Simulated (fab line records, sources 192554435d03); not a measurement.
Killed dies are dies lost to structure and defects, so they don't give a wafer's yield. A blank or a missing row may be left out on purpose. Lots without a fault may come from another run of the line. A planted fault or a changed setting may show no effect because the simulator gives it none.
Which tool did it? | flow n5_finfet | 10 lots, 28 wafers sampled, at 7 steps of a route of 1938

WHAT THE GAUGES READ, wafer by wafer
N5_BEOL_M3_INSPECT_59: inspects for defects (darkfield). Usual: raw_defect_count 75, standard deviation 26.
lot  | measured     | on                | raw_defect_count | flag
L542 | day 7 19:20  | defect_inspect-02 | 67 69 87         |
L543 | day 7 20:38  | defect_inspect-01 | 50 48 56         |
L545 | day 9 09:49  | defect_inspect-01 | 100 50           |
L548 | day 10 06:40 | defect_inspect-01 | 49 46            |
L549 | day 10 09:16 | defect_inspect-01 | 55 69 48         |
L557 | day 12 07:35 | defect_inspect-02 | 72 683 94        | OFF
L559 | day 12 13:25 | defect_inspect-02 | 70 57 73         |
L563 | day 13 13:50 | defect_inspect-02 | 62 57 46         |
L562 | day 14 01:40 | defect_inspect-02 | 95 70 67         |
L564 | day 14 07:42 | defect_inspect-01 | 136 74 66        |

N5_BEOL_M4_INSPECT_13: inspects for defects (brightfield). Usual: raw_defect_count 429, standard deviation 100.
lot  | measured     | on                | raw_defect_count | flag
L542 | day 7 21:16  | defect_inspect-01 | 235 330 294      |
L543 | day 7 22:08  | defect_inspect-01 | 300 379 359      |
L545 | day 9 10:41  | defect_inspect-02 | 328 285          |
L548 | day 10 09:17 | defect_inspect-02 | 377 342          |
L549 | day 10 09:59 | defect_inspect-01 | 418 319 415      |
L557 | day 12 08:37 | defect_inspect-02 | 431 1145 455     |
L559 | day 12 16:40 | defect_inspect-02 | 309 309 474      |
L563 | day 13 16:14 | defect_inspect-02 | 434 447 299      |
L562 | day 14 03:38 | defect_inspect-01 | 528 482 472      |
L564 | day 14 08:48 | defect_inspect-02 | 580 441 615      |

N5_BEOL_M4_RC_MEAS_101. Usual: DIBL_N 36.0 mV/V, standard deviation 1.6; DIBL_P 35.8 mV/V, standard deviation 2; IOFF_N 0.152 nA/um, standard deviation 0.03; IOFF_P 0.20 nA/um, standard deviation 0.031; ION_N 670 uA/um, standard deviation 12; ION_P 459 uA/um, standard deviation 7.4; SS_N 71.5 mV/dec, standard deviation 0.56; SS_P 73.2 mV/dec, standard deviation 0.64; VT_N 251 mV, standard deviation 3.5; VT_P -252 mV, standard deviation 3.3.
lot  | measured     | on        | DIBL_N (mV/V)  | DIBL_P (mV/V)  | IOFF_N (nA/um)    | IOFF_P (nA/um) | ION_N (uA/um) | ION_P (uA/um) | SS_N (mV/dec)  | SS_P (mV/dec)  | VT_N (mV)   | VT_P (mV)      | flag
L542 | day 9 08:02  | prober-02 | 36.5 36.4 35.1 | 36.9 36.1 35.6 | 0.170 0.159 0.143 | 0.23 0.22 0.22 | 681 664 675   | 467 457 469   | 72.2 72.2 72.0 | 73.9 73.9 73.2 | 246 251 252 | -247 -246 -246 |
L543 | day 9 11:49  | prober-02 | 36.7 36.7 33.5 | 35.8 35.5 31.3 | 0.154 0.141 0.101 | 0.20 0.19 0.15 | 674 657 650   | 462 454 450   | 72.0 71.0 71.0 | 73.0 73.0 72.1 | 251 254 255 | -253 -254 -256 |
L545 | day 9 22:49  | prober-01 | 36.7 35.8      | 37.3 35.5      | 0.176 0.165       | 0.21 0.19      | 670 667       | 452 456       | 71.8 71.8      | 73.2 73.5      | 251 247     | -251 -254      |
L548 | day 10 23:28 | prober-02 | 36.8 34.7      | 37.0 35.1      | 0.170 0.134       | 0.20 0.18      | 665 667       | 449 457       | 71.2 71.4      | 73.4 73.4      | 247 253     | -253 -252      |
L549 | day 11 01:23 | prober-01 | 33.4 34.5 36.9 | 30.6 33.8 35.4 | 0.099 0.123 0.152 | 0.15 0.19 0.20 | 645 671 662   | 449 467 460   | 70.3 70.3 72.2 | 71.7 72.5 73.3 | 256 252 249 | -254 -251 -249 |
L557 | day 12 20:21 | prober-02 | 34.7 39.0 36.8 | 33.2 38.9 35.7 | 0.122 0.210 0.154 | 0.15 0.24 0.19 | 658 690 667   | 452 472 452   | 71.2 72.5 71.9 | 73.1 73.9 73.5 | 254 246 252 | -257 -248 -252 |
L559 | day 13 03:50 | prober-02 | 36.2 37.3 34.6 | 34.5 34.6 32.2 | 0.148 0.146 0.120 | 0.18 0.17 0.16 | 684 674 660   | 464 447 449   | 71.2 71.6 70.6 | 72.7 72.7 72.4 | 248 254 253 | -255 -255 -256 |
L563 | day 14 03:56 | prober-02 | 35.4 35.7 38.8 | 35.1 37.0 40.0 | 0.126 0.139 0.190 | 0.16 0.18 0.23 | 651 671 671   | 441 461 449   | 71.2 71.3 72.2 | 72.9 73.1 74.8 | 253 253 247 | -254 -252 -251 |
L562 | day 14 16:58 | prober-02 | 35.5 36.1 35.4 | 33.7 34.1 33.8 | 0.136 0.144 0.135 | 0.21 0.21 0.20 | 674 661 664   | 473 459 459   | 70.9 71.4 71.3 | 72.8 73.5 73.4 | 254 251 251 | -250 -246 -247 |
L564 | day 15 06:46 | prober-01 | 35.3 35.7 37.0 | 36.1 36.1 37.1 | 0.156 0.171 0.177 | 0.23 0.22 0.23 | 681 677 676   | 467 468 465   | 71.0 71.2 71.9 | 73.7 74.0 74.4 | 248 249 251 | -249 -250 -250 |

WHICH TOOL RAN EACH LOT (tool, then ch and the chambers of the sampled wafers, then the start)
lot  | N5_BEOL_M3_ANNEAL_93         | N5_BEOL_M3_SPUTTER_94        | N5_BEOL_M3_DEP_57               | N5_BEOL_M4_HM_DEP_02
L542 | pvd_sputter-03, day 7 17:53  | pvd_sputter-03, day 7 18:01  | pecvd-02 ch 0,2, day 7 19:14    | pvd_sputter-02, day 7 20:40
L543 | pvd_sputter-01, day 7 19:13  | pvd_sputter-01, day 7 19:21  | pecvd-02 ch 0,1,2, day 7 20:33  | pvd_sputter-02, day 7 21:31
L545 | pvd_sputter-03, day 9 08:22  | pvd_sputter-03, day 9 08:31  | pecvd-03 ch 0,2, day 9 09:43    | pvd_sputter-01, day 9 10:10
L548 | pvd_sputter-01, day 10 05:18 | pvd_sputter-01, day 10 05:25 | pecvd-03 ch 0,1, day 10 06:35   | pvd_sputter-03, day 10 08:49
L549 | pvd_sputter-01, day 10 07:50 | pvd_sputter-01, day 10 07:58 | pecvd-04 ch 0,1,2, day 10 09:10 | pvd_sputter-01, day 10 09:30
L557 | pvd_sputter-01, day 12 06:08 | pvd_sputter-01, day 12 06:17 | pecvd-02 ch 1,2, day 12 07:29   | pvd_sputter-02, day 12 08:01
L559 | pvd_sputter-01, day 12 11:59 | pvd_sputter-01, day 12 12:07 | pecvd-04 ch 0,1,2, day 12 13:19 | pvd_sputter-03, day 12 16:11
L563 | pvd_sputter-01, day 13 11:08 | pvd_sputter-01, day 13 11:16 | pecvd-03 ch 1,2, day 13 13:30   | pvd_sputter-02, day 13 15:46
L562 | pvd_sputter-03, day 14 00:14 | pvd_sputter-03, day 14 00:22 | pecvd-03 ch 1,2, day 14 01:34   | pvd_sputter-01, day 14 03:01
L564 | pvd_sputter-03, day 14 06:16 | pvd_sputter-03, day 14 06:25 | pecvd-04 ch 1,2, day 14 07:37   | pvd_sputter-02, day 14 08:11
- N5_BEOL_M3_ANNEAL_93: time 240 s.
- N5_BEOL_M3_SPUTTER_94: material Cu, target thk 4.5 nm, time 8.29 s.
- N5_BEOL_M3_DEP_57: deposits SiCN from 3MS/NH3, target thk 8 nm, time 14 s.
- N5_BEOL_M4_HM_DEP_02: deposits TiN, target thk 20 nm.

WHAT THE TOOLS THEMSELVES READ (means of the sampled wafers that have a number; where no wafer has one, the mark that the record gives instead)
N5_BEOL_M3_ANNEAL_93. Usual: heater_power_w 855 W, standard deviation 98.
lot  | tool           | heater_power_w (W) | flag
L542 | pvd_sputter-03 | 782                |
L543 | pvd_sputter-01 | 854                |
L545 | pvd_sputter-03 | 778                |
L548 | pvd_sputter-01 | 944                |
L549 | pvd_sputter-01 | 965                |
L557 | pvd_sputter-01 | 928                |
L559 | pvd_sputter-01 | 837                |
L563 | pvd_sputter-01 | 893                |
L562 | pvd_sputter-03 | 832                |
L564 | pvd_sputter-03 | 817                |

N5_BEOL_M3_SPUTTER_94. Usual: throttle_valve_pct 30.1 %, standard deviation 0.96.
lot  | tool           | throttle_valve_pct (%) | flag
L542 | pvd_sputter-03 | 30.3                   |
L543 | pvd_sputter-01 | 30.8                   |
L545 | pvd_sputter-03 | 30.8                   |
L548 | pvd_sputter-01 | 29.0                   |
L549 | pvd_sputter-01 | 29.1                   |
L557 | pvd_sputter-01 | 29.8                   |
L559 | pvd_sputter-01 | 31.1                   |
L563 | pvd_sputter-01 | 30.0                   |
L562 | pvd_sputter-03 | 29.7                   |
L564 | pvd_sputter-03 | 29.4                   |

N5_BEOL_M3_DEP_57. Usual: showerhead_plenum_p_Torr 3.666 Torr, standard deviation 0.011; throttle_valve_pct 9.2 %, standard deviation 0.46.
lot  | tool     | showerhead_plenum_p_Torr (Torr) | throttle_valve_pct (%) | flag
L542 | pecvd-02 | 3.666                           | 9.1                    |
L543 | pecvd-02 | 3.660                           | 9.0                    |
L545 | pecvd-03 | 3.670                           | 8.9                    |
L548 | pecvd-03 | 3.662                           | 9.7                    |
L549 | pecvd-04 | 3.672                           | 9.4                    |
L557 | pecvd-02 | 3.667                           | 8.8                    |
L559 | pecvd-04 | 3.672                           | 9.2                    |
L563 | pecvd-03 | 3.670                           | 9.1                    |
L562 | pecvd-03 | 3.670                           | 9.3                    |
L564 | pecvd-04 | 3.670                           | 9.2                    |

N5_BEOL_M4_HM_DEP_02. Usual: throttle_valve_pct 30.0 %, standard deviation 0.95.
lot  | tool           | throttle_valve_pct (%) | flag
L542 | pvd_sputter-02 | 30.3                   |
L543 | pvd_sputter-02 | 30.8                   |
L545 | pvd_sputter-01 | 31.9                   |
L548 | pvd_sputter-03 | 30.2                   |
L549 | pvd_sputter-01 | 29.2                   |
L557 | pvd_sputter-02 | 30.4                   |
L559 | pvd_sputter-03 | 30.5                   |
L563 | pvd_sputter-02 | 30.2                   |
L562 | pvd_sputter-01 | 29.9                   |
L564 | pvd_sputter-02 | 30.5                   |

THE ANSWER, worked out from the rows above alone
Rule: a lot is off if the mean of its wafers that have a number lies more than 3 standard deviations from the usual mean. A lot without any number at a reading at which 4 lots or more have one is off too. The other lots that the step has rows for count as sound. The gauges are gone through in route order, then the tools' own readings, and for those a lot's mean is taken as printed above. The first step at which some lot is off is used, and at that step the reading that is off furthest; a lot without a number counts as furthest.
Off: L557, at N5_BEOL_M3_INSPECT_59 (raw_defect_count).
A tool fits if, at a process step before that reading, it ran every lot that is off, and no sound lot after the first of them. The gauges at N5_BEOL_M3_INSPECT_59 are tried like those tools. One fits: pecvd-02 at N5_BEOL_M3_DEP_57. Its last sound lot is L543 (day 7 20:33), its first lot that is off L557 (day 12 07:29): a fault that began between those two fits.

WHAT THE SIMULATOR HAD PUT IN
Chamber particle source: pecvd-02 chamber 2, from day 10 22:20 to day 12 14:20, at N5_BEOL_M3_DEP_57. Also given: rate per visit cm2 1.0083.
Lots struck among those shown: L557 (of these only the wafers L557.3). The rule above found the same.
